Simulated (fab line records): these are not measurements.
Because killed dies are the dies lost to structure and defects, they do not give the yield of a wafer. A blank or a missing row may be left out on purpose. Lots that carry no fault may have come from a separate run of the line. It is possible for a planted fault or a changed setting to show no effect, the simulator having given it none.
A single fault, viewed from 2 desks    flow n5Finfet    numbers are kept per desk, each desk with only its own; the story behind them comes last

## FOR THE TOOL OWNER'S DESK: lithoTrack-01
The tool's own readings at N5_BEOL_M2_COAT_61 (time 60 s, resist thk 60 nm): means of the sampled wafers that have a number, for each lot that ran on this tool. If a lot's mean is further than 4 standard deviations from the usual mean, the lot is out of limits and carries the mark OUT (the distance appears in the brackets).
Columns: A = heaterPowerTotalW at N5_BEOL_M2_COAT_61, usual 500.5 W; B = plateTempC at N5_BEOL_M2_COAT_61, usual 250.02 C
lot   first seen here  A                 B
L905  day 7 22:16      500.1             249.86
L904  day 8 04:01      500.5             249.89
L909  day 9 12:33      509.2 (+4.6) OUT  253.31 (+17) OUT
L912  day 10 12:18     508.9 (+4.4) OUT  253.55 (+19) OUT
This desk's finding: out of limits on L909, L912; first on L909, day 9 12:33 (heaterPowerTotalW at N5_BEOL_M2_COAT_61). L905, L904 stayed within limits.

## THE METROLOGY DESK
What the gauges read for every lot (on any tool): the sampled wafers with a number, averaged. If a lot's mean is further than 4 standard deviations from the usual mean, the lot is out of limits and carries the mark OUT (the distance appears in the brackets). It has 11 readings; the 7 that lie furthest out on some lot are the ones shown.
Columns: A = DIBL_P at N5_BEOL_M4_RC_MEAS_101, usual 36.2 mV/V; B = IOFF_N at N5_BEOL_M4_RC_MEAS_101, usual 0.16 nA/um; C = IOFF_P at N5_BEOL_M4_RC_MEAS_101, usual 0.21 nA/um; D = ION_N at N5_BEOL_M4_RC_MEAS_101, usual 672 uA/um; E = SS_N at N5_BEOL_M4_RC_MEAS_101, usual 71.4 mV/dec; F = SS_P at N5_BEOL_M4_RC_MEAS_101, usual 73.2 mV/dec; G = VT_N at N5_BEOL_M4_RC_MEAS_101, usual 250 mV
lot   first seen here  A     B     C     D    E     F     G
L899  day 6 14:49      35.5  0.15  0.19  677  71.1  73.6  249
L902  day 6 23:10      35.1  0.12  0.19  665  71.0  72.5  254
L905  day 7 21:46      34.6  0.13  0.18  662  70.8  72.3  253
L904  day 8 03:10      37.6  0.16  0.23  667  71.7  73.7  251
L909  day 9 12:19      33.4  0.14  0.20  668  71.3  72.6  251
L912  day 10 11:38     36.5  0.17  0.22  677  71.7  73.4  248
L914  day 10 12:14     36.3  0.15  0.21  673  71.3  73.1  250
L913  day 10 13:36     36.8  0.16  0.21  669  71.6  73.5  251
L916  day 10 16:01     32.0  0.10  0.16  652  70.3  72.4  256
L918  day 11 03:59     34.4  0.12  0.17  651  70.3  72.1  254
L921  day 12 00:07     38.5  0.19  0.22  689  71.9  73.8  248
Result from this desk: across the 11 lots, nothing is out of limits.

## ALL TOGETHER
The tool owner's desk had the chance to raise an alarm at day 9 12:33 on L909, L912.
Nothing out of limits was seen by the metrology desk.
The metrology desk has L909, L912 on record, within its limits.
Of the lots named, all ran N5_BEOL_M2_COAT_61 on lithoTrack-01.

## WHAT THE SIMULATOR HAD PUT IN
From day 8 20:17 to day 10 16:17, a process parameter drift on lithoTrack-01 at N5_BEOL_M2_COAT_61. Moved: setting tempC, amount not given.
Lots struck among those shown: L909, L912.
Hours from the fault's start to each desk's first reading out of limits: the tool owner's desk, 16.
